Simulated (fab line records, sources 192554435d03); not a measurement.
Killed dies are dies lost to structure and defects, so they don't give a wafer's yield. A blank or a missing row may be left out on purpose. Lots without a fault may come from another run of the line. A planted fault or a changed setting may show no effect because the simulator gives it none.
Which tool did it? | flow n5_finfet | 24 lots, 72 wafers sampled, at 6 steps of a route of 1938

WHAT THE GAUGES READ, wafer by wafer
N5_BEOL_M10_THK_MEAS_01.
lot  | measured     | on            | M10_ILD_THK (nm)
L074 | day 10 02:11 | film_metro-01 | 267 271 273
L076 | day 10 03:07 | film_metro-01 | 264 275 269
L077 | day 10 21:49 | film_metro-01 | 263 270 269
L075 | day 10 22:17 | film_metro-01 | 273 266 272
L078 | day 11 06:20 | film_metro-02 | 267 267 273
L079 | day 11 06:43 | film_metro-02 | 268 272 269
L082 | day 12 01:30 | film_metro-01 | 266 268 270
L080 | day 12 02:27 | film_metro-01 | 261 267 266
L083 | day 12 03:27 | film_metro-01 | 263 270 268
L081 | day 12 09:04 | film_metro-02 | 267 263 270
L085 | day 12 09:19 | film_metro-01 | 265 273 273
L084 | day 13 06:07 | film_metro-01 | 262 267 268
L086 | day 14 00:35 | film_metro-02 | 269 273 275
L089 | day 14 02:48 | film_metro-02 | 263 269 273
L088 | day 14 02:43 | film_metro-01 | 267 273 271
L087 | day 14 01:56 | film_metro-01 | 258 265 271
L090 | day 14 08:08 | film_metro-01 | 266 269 268
L091 | day 14 11:14 | film_metro-01 | 265 266 267
L092 | day 15 05:23 | film_metro-02 | 261 266 265
L093 | day 15 05:40 | film_metro-02 | 263 264 270
L094 | day 15 07:15 | film_metro-02 | 261 269 267
L095 | day 15 14:38 | film_metro-01 | 267 270 264
L096 | day 16 06:47 | film_metro-01 | 266 266 268
L097 | day 16 17:20 | film_metro-01 | 267 269 267

WHICH TOOL RAN EACH LOT (tool, then ch and the chambers of the sampled wafers, then the start)
lot  | N5_BEOL_M9_ETCH_76                 | N5_BEOL_M9_CURE_72            | N5_BEOL_M9_SURFACE_TREAT_79  | N5_BEOL_M9_SPUTTER_48        | N5_BEOL_M9_ANNEAL_51
L074 | rie_diel-06 ch 2,3, day 9 22:11    | uv_cure-03 ch 2, day 9 22:56  | pvd_sputter-02, day 9 23:49  | pvd_sputter-02, day 10 00:10 | rtp_anneal-02 ch 0, day 10 00:28
L076 | rie_diel-01 ch 1,2,3, day 9 22:29  | uv_cure-03 ch 1, day 9 23:20  | pvd_sputter-03, day 10 00:04 | pvd_sputter-03, day 10 00:17 | rtp_anneal-01 ch 0, day 10 00:40
L077 | rie_diel-06 ch 0,1, day 10 18:12   | uv_cure-03 ch 2, day 10 18:49 | pvd_sputter-01, day 10 19:58 | pvd_sputter-01, day 10 20:10 | rtp_anneal-02 ch 0, day 10 20:25
L075 | rie_diel-01 ch 0,2, day 10 18:32   | uv_cure-02 ch 2, day 10 19:09 | pvd_sputter-02, day 10 20:02 | pvd_sputter-03, day 10 20:18 | rtp_anneal-01 ch 0, day 10 20:34
L078 | rie_diel-05 ch 0,1,2, day 11 01:59 | uv_cure-01 ch 1, day 11 02:37 | pvd_sputter-02, day 11 04:17 | pvd_sputter-03, day 11 04:31 | rtp_anneal-02 ch 0, day 11 04:57
L079 | rie_diel-05 ch 0,2,3, day 11 03:08 | uv_cure-03 ch 1, day 11 03:54 | pvd_sputter-01, day 11 04:34 | pvd_sputter-02, day 11 04:44 | rtp_anneal-01 ch 0, day 11 05:16
L082 | rie_diel-05 ch 0,1,2, day 11 22:02 | uv_cure-03 ch 0, day 11 22:40 | pvd_sputter-03, day 11 23:28 | pvd_sputter-03, day 11 23:45 | rtp_anneal-01 ch 0, day 11 23:58
L080 | rie_diel-06 ch 0,3, day 11 22:13   | uv_cure-02 ch 1, day 11 22:50 | pvd_sputter-03, day 11 23:38 | pvd_sputter-02, day 12 00:49 | rtp_anneal-01 ch 0, day 12 01:03
L083 | rie_diel-01 ch 1,3, day 11 22:24   | uv_cure-01 ch 1, day 11 23:08 | pvd_sputter-01, day 12 01:24 | pvd_sputter-03, day 12 01:49 | rtp_anneal-02 ch 0, day 12 02:05
L081 | rie_diel-06 ch 0,1,2, day 12 05:34 | uv_cure-01 ch 1, day 12 06:12 | pvd_sputter-03, day 12 07:02 | pvd_sputter-02, day 12 07:13 | rtp_anneal-02 ch 0, day 12 07:40
L085 | rie_diel-01 ch 1,2, day 12 05:40   | uv_cure-03 ch 2, day 12 06:17 | pvd_sputter-03, day 12 07:05 | pvd_sputter-02, day 12 07:20 | rtp_anneal-02 ch 0, day 12 07:56
L084 | rie_diel-01 ch 1,2, day 13 02:13   | uv_cure-03 ch 0, day 13 02:53 | pvd_sputter-01, day 13 04:13 | pvd_sputter-01, day 13 04:29 | rtp_anneal-01 ch 0, day 13 04:46
L086 | rie_diel-06 ch 0,1,3, day 13 19:34 | uv_cure-03 ch 0, day 13 20:10 | pvd_sputter-03, day 13 22:29 | pvd_sputter-03, day 13 22:52 | rtp_anneal-02 ch 0, day 13 23:13
L089 | rie_diel-06 ch 1,2, day 13 22:07   | uv_cure-01 ch 0, day 13 22:44 | pvd_sputter-03, day 14 00:03 | pvd_sputter-03, day 14 00:20 | rtp_anneal-01 ch 0, day 14 00:56
L088 | rie_diel-01 ch 0,1,2, day 13 22:10 | uv_cure-03 ch 2, day 13 22:59 | pvd_sputter-03, day 14 00:08 | pvd_sputter-03, day 14 00:53 | rtp_anneal-02 ch 0, day 14 01:24
L087 | rie_diel-05 ch 0,1,3, day 13 22:22 | uv_cure-02 ch 1, day 13 23:05 | pvd_sputter-02, day 13 23:46 | pvd_sputter-03, day 14 00:15 | rtp_anneal-01 ch 0, day 14 00:38
L090 | rie_diel-01 ch 0,1,2, day 14 04:01 | uv_cure-01 ch 0, day 14 04:44 | pvd_sputter-02, day 14 05:43 | pvd_sputter-03, day 14 05:58 | rtp_anneal-02 ch 0, day 14 06:17
L091 | rie_diel-06 ch 0,2,3, day 14 07:29 | uv_cure-03 ch 0, day 14 08:12 | pvd_sputter-03, day 14 09:19 | pvd_sputter-03, day 14 09:35 | rtp_anneal-01 ch 0, day 14 09:49
L092 | rie_diel-05 ch 0,1,3, day 15 01:52 | uv_cure-01 ch 0, day 15 02:29 | pvd_sputter-01, day 15 03:31 | pvd_sputter-01, day 15 03:47 | rtp_anneal-01 ch 0, day 15 04:01
L093 | rie_diel-01 ch 1,3, day 15 02:01   | uv_cure-02 ch 2, day 15 02:38 | pvd_sputter-01, day 15 03:39 | pvd_sputter-01, day 15 03:52 | rtp_anneal-02 ch 0, day 15 04:17
L094 | rie_diel-01 ch 1,3, day 15 03:23   | uv_cure-03 ch 2, day 15 04:06 | pvd_sputter-03, day 15 05:00 | pvd_sputter-01, day 15 05:25 | rtp_anneal-02 ch 0, day 15 05:50
L095 | rie_diel-06 ch 0,1,2, day 15 10:36 | uv_cure-03 ch 2, day 15 11:13 | pvd_sputter-03, day 15 12:34 | pvd_sputter-03, day 15 12:50 | rtp_anneal-02 ch 0, day 15 13:11
L096 | rie_diel-01 ch 1,2,3, day 16 02:09 | uv_cure-03 ch 2, day 16 02:46 | pvd_sputter-01, day 16 04:33 | pvd_sputter-02, day 16 04:47 | rtp_anneal-01 ch 0, day 16 05:25
L097 | rie_diel-06 ch 1,2,3, day 16 13:06 | uv_cure-02 ch 1, day 16 13:46 | pvd_sputter-01, day 16 15:17 | pvd_sputter-03, day 16 15:43 | rtp_anneal-01 ch 0, day 16 15:59
- N5_BEOL_M9_ETCH_76: etches underlayer in N2/H2, target depth 6.5 nm, time 5.2 s.
- N5_BEOL_M9_CURE_72: cures SiCOH lowk, time 120 s.
- N5_BEOL_M9_SURFACE_TREAT_79
- N5_BEOL_M9_SPUTTER_48: material Cu, target thk 12 nm, time 2 s.
- N5_BEOL_M9_ANNEAL_51: time 90 s.

WHAT THE TOOLS THEMSELVES READ (means of the sampled wafers that have a number; where no wafer has one, the mark that the record gives instead)
N5_BEOL_M9_ETCH_76.
lot  | tool        | drypump_motor_current_A (A) | etch_rf_on_time_s (s) | oes_product_au (a.u.) | rf_vpp_V (V) | showerhead_plenum_p_Torr (Torr) | throttle_valve_pct (%)
L074 | rie_diel-06 | 5.8                         | 5.28                  | 0.64                  | 521          | 2.43                            | 18.24
L076 | rie_diel-01 | 5.6                         | 5.20                  | 0.68                  | 523          | 2.52                            | 17.80
L077 | rie_diel-06 | 5.7                         | 5.11                  | 0.78                  | 528          | 2.68                            | 17.93
L075 | rie_diel-01 | 6.5                         | 5.18                  | 0.62                  | 521          | 2.49                            | 17.87
L078 | rie_diel-05 | 5.7                         | 5.31                  | 0.72                  | 524          | 2.55                            | 17.82
L079 | rie_diel-05 | 5.6                         | 5.30                  | 0.67                  | 524          | 2.56                            | 18.08
L082 | rie_diel-05 | 5.7                         | 5.39                  | 0.71                  | 524          | 2.55                            | 17.85
L080 | rie_diel-06 | 5.8                         | 5.27                  | 0.75                  | 524          | 2.55                            | 17.74
L083 | rie_diel-01 | 5.2                         | 5.09                  | 0.66                  | 525          | 2.58                            | 17.95
L081 | rie_diel-06 | 5.8                         | 5.08                  | 0.76                  | 529          | 2.69                            | 18.09
L085 | rie_diel-01 | 5.3                         | 5.31                  | 0.59                  | 525          | 2.56                            | 17.93
L084 | rie_diel-01 | 5.6                         | 5.33                  | 0.58                  | 523          | 2.49                            | 17.84
L086 | rie_diel-06 | 5.9                         | 5.09                  | 0.71                  | 525          | 2.60                            | 17.97
L089 | rie_diel-06 | 5.9                         | 5.03                  | 0.74                  | 528          | 2.69                            | 18.23
L088 | rie_diel-01 | 5.9                         | 5.26                  | 0.59                  | 523          | 2.52                            | 17.92
L087 | rie_diel-05 | 5.8                         | 5.34                  | 0.65                  | 526          | 2.55                            | 17.91
L090 | rie_diel-01 | 5.9                         | 5.23                  | 0.59                  | 523          | 2.52                            | 17.94
L091 | rie_diel-06 | 5.7                         | 5.15                  | 0.75                  | 526          | 2.63                            | 17.93
L092 | rie_diel-05 | 5.8                         | 5.31                  | 0.65                  | 525          | 2.55                            | 17.93
L093 | rie_diel-01 | 5.5                         | 5.08                  | 0.70                  | 523          | 2.52                            | 17.88
L094 | rie_diel-01 | 5.5                         | 5.09                  | 0.70                  | 523          | 2.52                            | 17.88
L095 | rie_diel-06 | 5.8                         | 5.09                  | 0.71                  | 527          | 2.68                            | 18.13
L096 | rie_diel-01 | 5.6                         | 5.21                  | 0.72                  | 522          | 2.50                            | 17.76
L097 | rie_diel-06 | 6.0                         | 5.17                  | 0.69                  | 526          | 2.60                            | 18.12

N5_BEOL_M9_CURE_72.
lot  | tool       | lamp_power_pct (%) | wafer_temp_C_max
L074 | uv_cure-03 | 52.33              | 371.2
L076 | uv_cure-03 | 52.34              | 371.4
L077 | uv_cure-03 | 52.36              | 371.3
L075 | uv_cure-02 | 52.31              | 372.0
L078 | uv_cure-01 | 52.31              | 371.8
L079 | uv_cure-03 | 52.32              | 371.1
L082 | uv_cure-03 | 52.25              | 371.7
L080 | uv_cure-02 | 52.31              | 371.0
L083 | uv_cure-01 | 52.32              | 371.5
L081 | uv_cure-01 | 52.28              | 372.0
L085 | uv_cure-03 | 52.33              | 371.6
L084 | uv_cure-03 | 52.35              | 372.1
L086 | uv_cure-03 | 52.35              | 371.5
L089 | uv_cure-01 | 52.27              | 372.6
L088 | uv_cure-03 | 52.31              | 371.3
L087 | uv_cure-02 | 52.36              | 371.2
L090 | uv_cure-01 | 52.30              | 372.1
L091 | uv_cure-03 | 52.32              | 371.6
L092 | uv_cure-01 | 52.31              | 372.1
L093 | uv_cure-02 | 52.27              | 371.9
L094 | uv_cure-03 | 52.36              | 371.4
L095 | uv_cure-03 | 52.27              | 371.5
L096 | uv_cure-03 | 52.35              | 372.2
L097 | uv_cure-02 | 52.29              | 371.2

N5_BEOL_M9_SPUTTER_48.
lot  | tool           | bias_v (V) | throttle_valve_pct (%)
L074 | pvd_sputter-02 | 60.6       | 29.3
L076 | pvd_sputter-03 | 60.0       | 29.8
L077 | pvd_sputter-01 | 60.4       | 30.1
L075 | pvd_sputter-03 | 60.3       | 30.4
L078 | pvd_sputter-03 | 59.9       | 30.4
L079 | pvd_sputter-02 | 59.8       | 30.0
L082 | pvd_sputter-03 | 60.4       | 30.5
L080 | pvd_sputter-02 | 60.1       | 29.7
L083 | pvd_sputter-03 | 60.0       | 30.7
L081 | pvd_sputter-02 | 60.1       | 29.5
L085 | pvd_sputter-02 | 60.1       | 29.7
L084 | pvd_sputter-01 | 60.0       | 29.3
L086 | pvd_sputter-03 | 59.3       | 30.4
L089 | pvd_sputter-03 | 60.0       | 29.9
L088 | pvd_sputter-03 | 59.3       | 30.5
L087 | pvd_sputter-03 | 59.5       | 29.9
L090 | pvd_sputter-03 | 59.9       | 30.4
L091 | pvd_sputter-03 | 60.4       | 30.3
L092 | pvd_sputter-01 | 59.8       | 30.3
L093 | pvd_sputter-01 | 60.3       | 29.4
L094 | pvd_sputter-01 | 59.8       | 30.3
L095 | pvd_sputter-03 | 60.8       | 30.6
L096 | pvd_sputter-02 | 60.3       | 29.5
L097 | pvd_sputter-03 | 60.3       | 29.9

N5_BEOL_M9_ANNEAL_51.
lot  | tool          | anneal_temp_c (C) | wafer_temp_C_max
L074 | rtp_anneal-02 | 224.86            | 226.03
L076 | rtp_anneal-01 | 225.05            | 226.08
L077 | rtp_anneal-02 | 225.18            | 226.39
L075 | rtp_anneal-01 | 224.86            | 226.03
L078 | rtp_anneal-02 | 224.84            | 226.15
L079 | rtp_anneal-01 | 224.95            | 225.63
L082 | rtp_anneal-01 | 224.97            | 225.96
L080 | rtp_anneal-01 | 224.90            | 225.93
L083 | rtp_anneal-02 | 225.02            | 225.98
L081 | rtp_anneal-02 | 225.02            | 226.21
L085 | rtp_anneal-02 | 225.06            | 226.39
L084 | rtp_anneal-01 | 224.79            | 225.98
L086 | rtp_anneal-02 | 224.82            | 225.94
L089 | rtp_anneal-01 | 225.17            | 226.13
L088 | rtp_anneal-02 | 224.88            | 226.26
L087 | rtp_anneal-01 | 225.08            | 225.93
L090 | rtp_anneal-02 | 225.20            | 226.14
L091 | rtp_anneal-01 | 224.93            | 226.11
L092 | rtp_anneal-01 | 225.07            | 225.96
L093 | rtp_anneal-02 | 224.99            | 226.27
L094 | rtp_anneal-02 | 225.10            | 226.32
L095 | rtp_anneal-02 | 225.16            | 226.23
L096 | rtp_anneal-01 | 225.07            | 225.85
L097 | rtp_anneal-01 | 224.97            | 225.83

THE ANSWER, worked out from the rows above alone
Rule: what is usual is taken from the lots themselves. Put in order of their means at a reading, lots are off if they are a third of the lots or fewer, leave a main group of 4 or more, and stand apart from it by a gap of 3 or more times the standard deviation of the main group's means; of several such gaps the widest counts. A main group whose means are all the same, to the digits that the tables above print for the reading, isn't used. A lot without any number at a reading at which 4 lots or more have one is off too. The other lots that the step has rows for count as sound. The gauges are gone through in route order, then the tools' own readings, and for those a lot's mean is taken as printed above. The first step at which some lot is off is used, and at that step the reading that is off furthest; a lot without a number counts as furthest.
No lot is off at any reading shown: from this, nothing can be told.

WHAT THE SIMULATOR HAD PUT IN
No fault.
